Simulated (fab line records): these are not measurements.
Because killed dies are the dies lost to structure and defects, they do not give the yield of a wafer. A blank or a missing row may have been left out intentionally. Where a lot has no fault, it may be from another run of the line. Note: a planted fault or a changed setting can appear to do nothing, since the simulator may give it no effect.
Chamber matching    flow nand_harc    NHARC_P_BONDPAD_STRIP_15 on rie_diel-04 has 4 sister chambers
The step strips in O2. 8 wafers are shown with their chamber, then 9 later ones without.

== WAFERS, EACH WITH ITS CHAMBER ==
wafer   chamber  oes_product_au (a.u.)  rf_vpp_V (V)
L080.5  0        0.990                  57.1
L083.3  0        1.000                  56.2
L083.2  3        0.991                  57.5
L086.5  3        0.986                  57.0
L086.6  2        1.000                  59.3
L087.3  2        1.006                  57.9
L087.4  1        0.999                  58.3
L087.5  1        0.999                  58.3

== WAFERS WITH NO CHAMBER GIVEN ==
wafer   oes_product_au (a.u.)  rf_vpp_V (V)
L090.1  1.012                  57.3
L090.2  0.995                  58.8
L090.4  0.993                  57.6
L093.1  0.996                  56.7
L093.2  0.981                  57.3
L093.3  0.992                  58.5
L093.4  1.005                  58.1
L093.5  0.999                  57.1
L093.6  0.991                  58.3

== CHAMBER TAKEN BY EACH ==
wafer   from the rows above                in truth
L090.1  can't be placed: 2 or 1 or 0       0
L090.2  can't be placed: 1 or 2 or 3       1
L090.4  can't be placed: 3 or 0 or 1 or 2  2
L093.1  can't be placed: 0 or 3            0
L093.2  can't be placed: 3 or 0            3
L093.3  can't be placed: 1 or 3 or 2 or 0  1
L093.4  can't be placed: 2 or 1            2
L093.5  can't be placed: 0 or 1 or 3 or 2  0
L093.6  can't be placed: 1 or 3 or 2 or 0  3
Placed correctly: 0 of 9. Unplaceable from these rows: 9, with the true chamber sitting among the candidates in 9. Number placed wrongly: 0.
How it was worked out, from the rows above alone: a wafer's distance from a chamber is the root of the sum, over the readings, of the square of ((its reading less the chamber's mean) divided by the reading's scatter). If the next closest chamber is less than 2 further off than the closest, the wafer can't be placed; otherwise it belongs to the closest. The mean given for a chamber averages the wafers shown for that chamber. The scatter is the square root of a quotient: the sum, over the shown wafers, of each reading's squared deviation from its chamber's mean, divided by wafers minus chambers.
